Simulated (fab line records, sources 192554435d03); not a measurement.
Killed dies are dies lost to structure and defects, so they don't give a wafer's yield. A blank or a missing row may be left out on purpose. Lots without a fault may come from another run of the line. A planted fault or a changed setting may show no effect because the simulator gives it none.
Chamber matching | flow n5_finfet | N5_BEOL_M1_ILD_DEP_00 on pecvd-01: 3 sister chambers
The step deposits SiOC from DEMS/O2, target thk 79 nm, time 15.3 s. 20 wafers are shown with their chamber, then 10 later ones without.

WAFERS WITH THEIR CHAMBER
wafer  | chamber | throttle_valve_pct (%) | heater_power_w (W) | showerhead_plenum_p_Torr (Torr)
L074.2 | 1       | 11.8                   | 360                | 5.697
L074.3 | 2       | 11.9                   | 445                | 5.678
L074.4 | 2       | 11.8                   | 451                | 5.692
L076.1 | 1       | 12.0                   | 324                | 5.693
L076.2 | 0       | 12.9                   | 455                | 5.685
L076.5 | 1       | 12.0                   | 329                | 5.677
L078.3 | 2       | 11.9                   | 458                | 5.690
L078.5 | 2       | 11.8                   | 368                | 5.669
L078.6 | 1       | 11.9                   | 324                | 5.683
L081.1 | 0       | 13.1                   | 426                | 5.702
L081.2 | 2       | 11.7                   | 436                | 5.667
L081.3 | 1       | 11.9                   | 320                | 5.685
L085.1 | 1       | 11.9                   | 334                | 5.684
L085.2 | 2       | 11.9                   | 366                | 5.680
L085.5 | 1       | 12.0                   | 346                | 5.686
L086.1 | 0       | 13.1                   | 471                | 5.687
L086.3 | 2       | 11.7                   | 451                | 5.674
L086.4 | 0       | 13.1                   | 459                | 5.704
L087.2 | 1       | 11.7                   | 336                | 5.688
L087.3 | 2       | 11.8                   | 453                | 5.695

SIGNATURES (means of the wafers above)
reading                  | chamber 0 | chamber 1 | chamber 2 | scatter within a chamber
throttle_valve_pct       | 13.050    | 11.900    | 11.812    | 0.0966
heater_power_w           | 452.75    | 334.12    | 428.50    | 27.3
showerhead_plenum_p_Torr | 5.69450   | 5.68662   | 5.68063   | 0.00893
Rule: a wafer's distance from a chamber is the root of the sum, over the readings, of the square of ((its reading less the chamber's mean) divided by the reading's scatter). The wafer belongs to the nearest chamber; if the next one is less than 2 further off, it can't be placed. The scatter: the root of (the sum of the squares of (reading less its chamber's mean) over the shown wafers, divided by (wafers less chambers)).

WAFERS WITHOUT THEIR CHAMBER
wafer  | throttle_valve_pct (%) | heater_power_w (W) | showerhead_plenum_p_Torr (Torr)
L087.4 | 13.0                   | 383                | 5.692
L088.2 | 12.9                   | 412                | 5.690
L088.5 | 11.8                   | 396                | 5.691
L088.6 | 13.0                   | 421                | 5.709
L090.1 | 11.9                   | 348                | 5.680
L090.2 | 12.6                   | 417                | 5.686
L090.3 | 12.1                   | 435                | 5.684
L096.2 | 12.8                   | 387                | 5.683
L096.4 | 13.1                   | 386                | 5.697
L096.6 | 12.2                   | 369                | 5.685

WHICH CHAMBER EACH WENT THROUGH
wafer  | from the rows above     | in truth
L087.4 | 0                       | 0
L088.2 | 0                       | 0
L088.5 | can't be placed: 2 or 1 | 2
L088.6 | 0                       | 0
L090.1 | 1                       | 1
L090.2 | 0                       | 0
L090.3 | can't be placed: 2 or 1 | 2
L096.2 | 0                       | 0
L096.4 | 0                       | 0
L096.6 | can't be placed: 1 or 2 | 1
Placed correctly: 7 of 10. Can't be placed from these rows: 3 (the true chamber is among the candidates in 3). Placed wrongly: 0.
